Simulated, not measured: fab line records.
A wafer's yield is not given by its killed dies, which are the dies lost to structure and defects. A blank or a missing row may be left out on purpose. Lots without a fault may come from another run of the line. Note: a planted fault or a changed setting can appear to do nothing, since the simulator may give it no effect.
Which of the tools did it? | flow nand harc | 22 lots with 66 wafers sampled at 6 steps, on a route of 1159 steps

== WHAT EACH GAUGE READ, for each wafer ==
The record lacks any reading of a measuring or inspecting step that a usual standard deviation could be used to judge.

== WHAT TOOL EACH LOT RAN ON (gives the tool, then ch and the chambers of the sampled wafers, and finally the start) ==
lot  | NHARC_A_CONTACT_DESCUM_47          | NHARC_A_CONTACT_ETCH_118             | NHARC_A_CONTACT_ETCH_102           | NHARC_A_CONTACT_ETCH_124             | NHARC_A_CONTACT_ETCH_30        | NHARC_A_CONTACT_ETCH_31
L075 | rie diel-12 ch 0,1,3, day 16 17:00 | har cap etch-03 ch 0,1, day 16 19:01 | rie diel-10 ch 1,2, day 16 20:52   | har cap etch-03 ch 0,1, day 17 03:13 | rie diel-13 ch 0,1, no start   | rie diel-13 ch 2,3, no start
L078 | rie diel-10 ch 1,2, day 16 19:16   | har cap etch-01 ch 0,1, day 16 21:26 | rie diel-10 ch 0,2,3, day 16 23:13 | har cap etch-02 ch 0,1, day 17 03:44 | rie diel-13 ch 1,2, no start   | rie diel-13 ch 0,3, no start
L077 | rie diel-13 ch 1,2, day 16 21:28   | har cap etch-02 ch 0,1, day 16 23:43 | rie diel-13 ch 0,2, day 17 03:29   | har cap etch-03 ch 0,1, day 17 08:15 | rie diel-12 ch 0,3, no start   | rie diel-12 ch 0,2,3, no start
L076 | rie diel-13 ch 0,1,3, day 16 22:06 | har cap etch-01 ch 0,1, day 17 00:52 | rie diel-13 ch 0,2, day 17 04:04   | har cap etch-02 ch 0,1, day 17 09:43 | rie diel-10 ch 1,2, no start   | rie diel-10 ch 0,2, no start
L079 | rie diel-12 ch 0,2,3, day 17 23:52 | har cap etch-01 ch 0,1, day 18 01:52 | rie diel-13 ch 0,1,2, day 18 03:57 | har cap etch-01 ch 0,1, day 18 09:32 | rie diel-10 ch 0,1,3, no start | rie diel-10 ch 0,2,3, no start
L080 | rie diel-12 ch 0,2,3, day 18 02:09 | har cap etch-02 ch 0,1, day 18 04:08 | rie diel-10 ch 1,2, day 18 07:06   | har cap etch-02 ch 0,1, day 18 11:35 | rie diel-12 ch 1,2, no start   | rie diel-12 ch 0,1,2, no start
L081 | rie diel-12 ch 1,2,3, day 18 06:04 | har cap etch-03 ch 0,1, day 18 08:05 | rie diel-10 ch 0,1,3, day 18 09:39 | har cap etch-02 ch 0,1, day 18 16:44 | rie diel-10 ch 1,2,3, no start | rie diel-10 ch 0,1,2, no start
L083 | rie diel-12 ch 0,2, day 18 12:34   | har cap etch-03 ch 0,1, day 18 14:34 | rie diel-13 ch 1,2,3, day 18 16:08 | har cap etch-03 ch 0,1, day 18 20:37 | rie diel-10 ch 0,1,3, no start | rie diel-10 ch 0,1, no start
L084 | rie diel-12 ch 0,3, day 18 13:58   | har cap etch-01 ch 1, day 18 16:02   | rie diel-10 ch 0,3, day 18 17:59   | har cap etch-02 ch 0,1, day 19 00:05 | rie diel-13 ch 0,1,2, no start | rie diel-13 ch 0,1,3, no start
L082 | rie diel-13 ch 0,3, day 18 17:53   | har cap etch-02 ch 0,1, day 18 20:01 | rie diel-12 ch 0,1,2, day 18 21:35 | har cap etch-03 ch 0,1, day 19 02:11 | rie diel-12 ch 0,2, no start   | rie diel-12 ch 1,2,3, no start
L086 | rie diel-10 ch 0,1,2, day 19 07:09 | har cap etch-02 ch 0,1, day 19 09:32 | rie diel-10 ch 0,3, day 19 11:09   | har cap etch-01 ch 0,1, day 19 15:28 | rie diel-12 ch 1,2, no start   | rie diel-12 ch 0,1,2, no start
L087 | rie diel-12 ch 1,2,3, day 19 10:10 | har cap etch-03 ch 0,1, day 19 12:11 | rie diel-12 ch 0,3, day 19 13:43   | har cap etch-03 ch 0,1, day 19 18:50 | rie diel-12 ch 0,1,3, no start | rie diel-12 ch 0,3, no start
L085 | rie diel-13 ch 0,1, day 19 15:20   | har cap etch-02 ch 0,1, day 19 18:48 | rie diel-12 ch 0,1,2, day 19 20:21 | har cap etch-03 ch 0,1, day 20 01:13 | rie diel-13 ch 0,1,3, no start | rie diel-13 ch 2,3, no start
L089 | rie diel-10 ch 1,3, day 19 21:23   | har cap etch-02 ch 0,1, day 20 00:58 | rie diel-12 ch 1,2, day 20 02:35   | har cap etch-01 ch 0,1, day 20 07:10 | rie diel-13 ch 1,2,3, no start | rie diel-13 ch 0,2, no start
L088 | rie diel-10 ch 0,1,2, day 20 02:23 | har cap etch-02 ch 0,1, day 20 04:48 | rie diel-13 ch 0,1,2, day 20 06:57 | har cap etch-03 ch 0,1, day 20 11:32 | rie diel-12 ch 0,1,3, no start | rie diel-12 ch 0,2,3, no start
L090 | rie diel-12 ch 1,2,3, day 20 05:58 | har cap etch-03 ch 1, day 20 08:10   | rie diel-12 ch 0,1,3, day 20 09:48 | har cap etch-02 ch 0,1, day 20 14:17 | rie diel-12 ch 0,3, no start   | rie diel-12 ch 1,2, no start
L094 | rie diel-13 ch 1,2,3, day 20 16:23 | har cap etch-03 ch 0,1, day 20 18:28 | rie diel-13 ch 1,2,3, day 20 20:05 | har cap etch-03 ch 0,1, day 21 03:58 | rie diel-12 ch 1,2,3, no start | rie diel-12 ch 0,1,2, no start
L092 | rie diel-10 ch 0,1,2, day 20 19:43 | har cap etch-01 ch 0,1, day 20 21:49 | rie diel-12 ch 1,2,3, day 20 23:22 | har cap etch-01 ch 0,1, day 21 05:36 | rie diel-12 ch 1,2,3, no start | rie diel-12 ch 0,1,3, no start
L093 | rie diel-13 ch 0,1,2, day 20 21:18 | har cap etch-02 ch 0,1, day 20 23:18 | rie diel-12 ch 0,1,2, day 21 00:51 | har cap etch-03 ch 0,1, day 21 10:20 | rie diel-13 ch 0,2,3, no start | rie diel-13 ch 1,2,3, no start
L091 | rie diel-12 ch 0,3, day 21 08:46   | har cap etch-02 ch 0,1, day 21 10:47 | rie diel-12 ch 0,1,3, day 21 12:28 | har cap etch-03 ch 0,1, day 21 16:53 | rie diel-12 ch 0,1,3, no start | rie diel-12 ch 0,3, no start
L096 | rie diel-10 ch 0,2,3, day 21 20:55 | har cap etch-03 ch 0,1, day 21 23:09 | rie diel-10 ch 0,3, day 22 00:49   | har cap etch-03 ch 0,1, day 22 08:38 | rie diel-13 ch 0,1,2, no start | rie diel-13 ch 0,3, no start
L097 | rie diel-13 ch 2,3, day 22 10:04   | har cap etch-01 ch 0,1, day 22 12:10 | rie diel-13 ch 0,1,2, day 22 13:46 | har cap etch-01 ch 0,1, day 22 18:57 | rie diel-12 ch 2,3, no start   | rie diel-12 ch 0,1, no start
- NHARC_A_CONTACT_DESCUM_47: chemistry O2, time 3 s.
- NHARC_A_CONTACT_ETCH_118: etches the open film in C4F8/O2/Ar, time 94 s, target depth 922 nm.
- NHARC_A_CONTACT_ETCH_102: etches the open film in CF4/O2, target depth 70 nm, overetch 7 nm, time 38.5 s.
- NHARC_A_CONTACT_ETCH_124: etches the open film in C4F8/O2/Ar, time 140 s, target depth 700 nm.
- NHARC_A_CONTACT_ETCH_30: etches the open film in CF4/CHF3, target depth 60.5 nm, time 30.2 s.
- NHARC_A_CONTACT_ETCH_31: etches the open film in O2/COS, target depth 2000 nm, time 520 s.

== WHAT THE TOOLS THEMSELVES READ (means of the sampled wafers that have a number; where no wafer has one, the mark that the record gives instead) ==
NHARC_A_CONTACT_DESCUM_47.
lot  | tool        | drypump motor current A (A) | oes product au (a.u.) | rf vpp V (V) | showerhead plenum p Torr (Torr) | throttle valve pct (%)
L075 | rie diel-12 | 5.8                         | 1.000                 | 57.5         | 1.87                            | 11.310
L078 | rie diel-10 | 5.3                         | 1.006                 | 57.9         | 1.94                            | 11.309
L077 | rie diel-13 | 6.1                         | 1.003                 | 56.5         | 1.83                            | 11.308
L076 | rie diel-13 | 6.2                         | 0.999                 | 57.5         | 1.88                            | 11.309
L079 | rie diel-12 | 5.7                         | 1.004                 | 56.6         | 1.93                            | 11.305
L080 | rie diel-12 | 5.7                         | 1.006                 | 57.2         | 1.93                            | 11.307
L081 | rie diel-12 | 6.1                         | 1.009                 | 57.7         | 1.96                            | 11.306
L083 | rie diel-12 | 5.8                         | 0.993                 | 57.3         | 1.86                            | 11.312
L084 | rie diel-12 | 5.4                         | 1.001                 | 58.8         | 1.90                            | 11.317
L082 | rie diel-13 | 5.9                         | 1.010                 | 57.5         | 1.89                            | 11.312
L086 | rie diel-10 | 5.4                         | 0.991                 | 57.7         | 1.88                            | 11.312
L087 | rie diel-12 | 6.1                         | 1.003                 | 58.2         | 1.95                            | 11.310
L085 | rie diel-13 | 6.4                         | 1.000                 | 58.1         | 1.88                            | 11.314
L089 | rie diel-10 | 5.7                         | 0.995                 | 57.4         | 1.91                            | 11.315
L088 | rie diel-10 | 5.4                         | 0.997                 | 57.2         | 1.88                            | 11.308
L090 | rie diel-12 | 6.0                         | 0.999                 | 58.2         | 1.95                            | 11.313
L094 | rie diel-13 | 6.2                         | 0.993                 | 57.3         | 1.84                            | 11.303
L092 | rie diel-10 | 5.4                         | 0.991                 | 57.7         | 1.88                            | 11.301
L093 | rie diel-13 | 6.1                         | 1.005                 | 58.0         | 1.85                            | 11.308
L091 | rie diel-12 | 5.4                         | 1.002                 | 57.6         | 1.83                            | 11.306
L096 | rie diel-10 | 5.5                         | 0.999                 | 57.4         | 1.83                            | 11.321
L097 | rie diel-13 | 6.0                         | 1.009                 | 57.1         | 1.81                            | 11.315

NHARC_A_CONTACT_ETCH_102.
lot  | tool        | bias w (W) | drypump motor current A (A) | oes product au (a.u.) | rf vpp V (V) | showerhead plenum p Torr (Torr) | throttle valve pct (%)
L075 | rie diel-10 | 100.08     | 5.1                         | 0.990                 | 198.0        | 1.32                            | 13.405
L078 | rie diel-10 | 99.78      | 5.5                         | 0.990                 | 196.8        | 1.29                            | 13.400
L077 | rie diel-13 | 99.65      | 5.8                         | 1.000                 | 197.3        | 1.31                            | 13.394
L076 | rie diel-13 | 100.05     | 5.8                         | 0.997                 | 196.8        | 1.31                            | 13.396
L079 | rie diel-13 | 100.38     | 6.1                         | 1.005                 | 196.5        | 1.30                            | 13.402
L080 | rie diel-10 | 99.77      | 5.2                         | 0.996                 | 198.0        | 1.32                            | 13.385
L081 | rie diel-10 | 99.86      | 5.6                         | 1.002                 | 198.1        | 1.32                            | 13.395
L083 | rie diel-13 | 99.93      | 6.2                         | 0.995                 | 196.8        | 1.29                            | 13.405
L084 | rie diel-10 | 100.26     | 5.7                         | 1.001                 | 196.9        | 1.28                            | 13.393
L082 | rie diel-12 | 100.27     | 6.1                         | 0.998                 | 197.5        | 1.32                            | 13.393
L086 | rie diel-10 | 100.06     | 5.7                         | 1.000                 | 197.1        | 1.28                            | 13.401
L087 | rie diel-12 | 100.06     | 5.3                         | 1.012                 | 197.3        | 1.32                            | 13.400
L085 | rie diel-12 | 100.10     | 6.1                         | 1.002                 | 197.3        | 1.32                            | 13.398
L089 | rie diel-12 | 99.90      | 6.4                         | 0.994                 | 198.9        | 1.38                            | 13.399
L088 | rie diel-13 | 100.14     | 6.1                         | 0.993                 | 197.6        | 1.29                            | 13.404
L090 | rie diel-12 | 99.91      | 5.8                         | 1.004                 | 196.7        | 1.30                            | 13.396
L094 | rie diel-13 | 99.88      | 6.2                         | 1.009                 | 196.3        | 1.29                            | 13.396
L092 | rie diel-12 | 100.00     | 6.1                         | 1.004                 | 198.5        | 1.36                            | 13.406
L093 | rie diel-12 | 100.09     | 6.1                         | 1.011                 | 198.2        | 1.32                            | 13.393
L091 | rie diel-12 | 99.94      | 5.8                         | 1.007                 | 196.7        | 1.30                            | 13.395
L096 | rie diel-10 | 99.97      | 5.7                         | 0.997                 | 196.6        | 1.28                            | 13.396
L097 | rie diel-13 | 99.90      | 6.0                         | 0.997                 | 196.7        | 1.29                            | 13.395

NHARC_A_CONTACT_ETCH_30.
lot  | tool        | bias w (W) | drypump motor current A (A) | oes product au (a.u.) | rf vpp V (V) | showerhead plenum p Torr (Torr) | throttle valve pct (%)
L075 | rie diel-13 | 200.6      | 6.0                         | 0.931                 | 370.1        | 1.55                            | 16.813
L078 | rie diel-13 | 200.7      | 6.1                         | 0.973                 | 368.8        | 1.51                            | 16.793
L077 | rie diel-12 | 199.8      | 5.4                         | 0.930                 | 369.6        | 1.57                            | 16.796
L076 | rie diel-10 | 200.2      | 5.2                         | 0.947                 | 370.4        | 1.55                            | 16.801
L079 | rie diel-10 | 199.6      | 5.6                         | 0.952                 | 370.5        | 1.56                            | 16.805
L080 | rie diel-12 | 200.2      | 6.4                         | 0.924                 | 372.3        | 1.62                            | 16.805
L081 | rie diel-10 | 200.4      | 5.4                         | 0.928                 | 369.6        | 1.57                            | 16.799
L083 | rie diel-10 | 200.0      | 5.7                         | 0.966                 | 370.8        | 1.56                            | 16.805
L084 | rie diel-13 | 199.5      | 6.0                         | 0.930                 | 369.7        | 1.53                            | 16.804
L082 | rie diel-12 | 199.9      | 5.7                         | 0.924                 | 369.2        | 1.53                            | 16.798
L086 | rie diel-12 | 200.2      | 6.4                         | 0.917                 | 372.1        | 1.62                            | 16.795
L087 | rie diel-12 | 199.8      | 5.8                         | 0.928                 | 369.1        | 1.53                            | 16.798
L085 | rie diel-13 | 199.6      | 6.2                         | 0.946                 | 370.4        | 1.54                            | 16.791
L089 | rie diel-13 | 201.0      | 6.2                         | 0.971                 | 368.8        | 1.52                            | 16.796
L088 | rie diel-12 | 199.5      | 5.8                         | 0.927                 | 368.9        | 1.53                            | 16.800
L090 | rie diel-12 | 199.9      | 5.4                         | 0.936                 | 370.8        | 1.56                            | 16.798
L094 | rie diel-12 | 200.1      | 6.1                         | 0.969                 | 371.8        | 1.60                            | 16.803
L092 | rie diel-12 | 199.4      | 6.1                         | 0.971                 | 372.2        | 1.60                            | 16.807
L093 | rie diel-13 | 199.6      | 5.9                         | 0.932                 | 369.2        | 1.52                            | 16.816
L091 | rie diel-12 | 200.6      | 5.8                         | 0.925                 | 369.5        | 1.53                            | 16.805
L096 | rie diel-13 | 200.0      | 6.0                         | 0.937                 | 368.6        | 1.52                            | 16.795
L097 | rie diel-12 | 200.5      | 6.0                         | 0.925                 | 372.5        | 1.64                            | 16.805

NHARC_A_CONTACT_ETCH_31.
lot  | tool        | bias w (W) | drypump motor current A (A) | oes product au (a.u.) | rf vpp V (V) | showerhead plenum p Torr (Torr) | throttle valve pct (%)
L075 | rie diel-13 | 299.4      | 6.0                         | 1.013                 | 311.8        | 2.98                            | 28.332
L078 | rie diel-13 | 299.4      | 6.0                         | 1.005                 | 312.9        | 3.07                            | 28.331
L077 | rie diel-12 | 299.6      | 5.7                         | 1.016                 | 315.0        | 3.14                            | 28.335
L076 | rie diel-10 | 299.4      | 5.5                         | 0.983                 | 312.6        | 2.99                            | 28.330
L079 | rie diel-10 | 300.7      | 5.5                         | 0.994                 | 312.1        | 3.01                            | 28.328
L080 | rie diel-12 | 299.5      | 6.2                         | 0.999                 | 313.0        | 3.08                            | 28.329
L081 | rie diel-10 | 300.1      | 5.4                         | 0.994                 | 313.5        | 3.07                            | 28.327
L083 | rie diel-10 | 299.8      | 5.6                         | 1.003                 | 312.2        | 3.07                            | 28.333
L084 | rie diel-13 | 299.6      | 6.2                         | 1.010                 | 312.5        | 3.06                            | 28.334
L082 | rie diel-12 | 299.1      | 6.1                         | 0.999                 | 315.7        | 3.19                            | 28.326
L086 | rie diel-12 | 299.1      | 6.1                         | 1.000                 | 314.3        | 3.08                            | 28.335
L087 | rie diel-12 | 300.0      | 5.5                         | 0.999                 | 312.5        | 2.99                            | 28.336
L085 | rie diel-13 | 299.6      | 6.1                         | 1.002                 | 313.1        | 3.01                            | 28.329
L089 | rie diel-13 | 299.4      | 5.8                         | 1.002                 | 312.3        | 2.99                            | 28.326
L088 | rie diel-12 | 299.8      | 5.7                         | 1.018                 | 314.6        | 3.13                            | 28.339
L090 | rie diel-12 | 300.0      | 6.4                         | 0.999                 | 315.4        | 3.21                            | 28.317
L094 | rie diel-12 | 299.5      | 6.1                         | 1.008                 | 313.3        | 3.07                            | 28.328
L092 | rie diel-12 | 300.3      | 5.8                         | 1.001                 | 312.8        | 3.04                            | 28.335
L093 | rie diel-13 | 300.8      | 6.2                         | 1.007                 | 313.2        | 3.00                            | 28.338
L091 | rie diel-12 | 299.7      | 5.4                         | 1.007                 | 314.7        | 3.10                            | 28.335
L096 | rie diel-13 | 300.8      | 6.0                         | 1.004                 | 312.3        | 3.05                            | 28.325
L097 | rie diel-12 | 300.2      | 5.8                         | 1.006                 | 312.3        | 2.93                            | 28.330

== THE ANSWER, worked out from the rows above alone ==
Rule: what is usual is taken from the lots themselves. Put in order of their means at a reading, lots are off if they are a third of the lots or fewer, leave a main group of 4 or more, and stand apart from it by a gap of 3 or more times the standard deviation of the main group's means; of several such gaps the widest counts. The tables above print the reading to a certain number of digits; a main group whose means all agree to those digits is not used. Also off: a lot with no number at a reading for which 4 or more lots have one. Where the step has rows for the other lots, those lots are counted as sound. Order of review: gauges by route order, followed by the tools' own readings, for which a lot's mean as printed above is used. The first step at which some lot is off is used, and at that step the reading that is off furthest; a lot without a number counts as furthest.
No lot is off at any reading shown: from this, nothing can be told.

== WHAT THE SIMULATOR HAD PUT IN ==
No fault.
